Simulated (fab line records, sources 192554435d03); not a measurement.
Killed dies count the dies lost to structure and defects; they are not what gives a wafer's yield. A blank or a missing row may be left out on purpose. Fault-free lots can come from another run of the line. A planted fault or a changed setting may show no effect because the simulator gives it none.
Which of the tools did it?    flow n5-finfet    22 lots, 66 wafers sampled, at 1 step of a route of 1938

== WHAT EACH GAUGE READ, for each wafer ==
N5_HKMG_FIN_INSPECT_14: inspects for defects (macro). Usual: raw-defect-count reads 2.0 (standard deviation 1.4).
lot   measured     on                 raw-defect-count  flag
L074  day 4 02:20  defect-inspect-02  1 5 3             
L075  day 4 08:55  defect-inspect-01  4 4 3             
L076  day 4 15:44  defect-inspect-02  3 5 1             
L077  day 5 00:05  defect-inspect-02  2 2 3             
L078  day 5 01:56  defect-inspect-01  3 1 1             
L079  day 5 11:38  defect-inspect-01  3 6 1             
L080  day 5 19:05  defect-inspect-01  0 3 2             
L081  day 5 21:55  defect-inspect-01  1 0 2             
L083  day 6 07:32  defect-inspect-01  1 2 4             
L084  day 6 14:39  defect-inspect-01  1 2 5             
L085  day 6 21:34  defect-inspect-02  6 2 1             
L086  day 7 04:42  defect-inspect-01  2 1 2             
L087  day 7 13:41  defect-inspect-02  4 1 2             
L088  day 7 15:36  defect-inspect-02  3 1 1             
L090  day 8 04:10  defect-inspect-02  1 0 0             
L091  day 8 10:13  defect-inspect-02  3 0 2             
L092  day 8 13:44  defect-inspect-02  3 3 1             
L093  day 8 22:47  defect-inspect-02  2 1 1             
L094  day 9 05:14  defect-inspect-02  4 2 2             
L095  day 9 11:50  defect-inspect-01  0 1 2             
L096  day 9 16:25  defect-inspect-01  1 4 3             
L097  day 9 23:55  defect-inspect-01  2 3 2             

== WHAT TOOL EACH LOT RAN ON (gives the tool, then ch and the chambers of the sampled wafers, and finally the start) ==
Before these readings, the record contains no process step.

== AS READ BY THE TOOLS THEMSELVES (means over the sampled wafers that have a number; for cases with no such wafer, the mark the record gives instead) ==
The record holds no such reading with a usual standard deviation.

== THE ANSWER, worked out from the rows above alone ==
Rule: a lot is off if the mean of its wafers that have a number lies more than 3 standard deviations from the usual mean. A lot without any number at a reading at which 4 lots or more have one is off too. Any other lot the step has rows for is counted as sound. Order of review: gauges by route order, followed by the tools' own readings, for which a lot's mean as printed above is used. At the first step where some lot is off, the reading lying furthest off is the one used; lots without a number count as furthest.
None of the lots is off at any reading shown; this tells nothing.

== WHAT THE SIMULATOR HAD PUT IN ==
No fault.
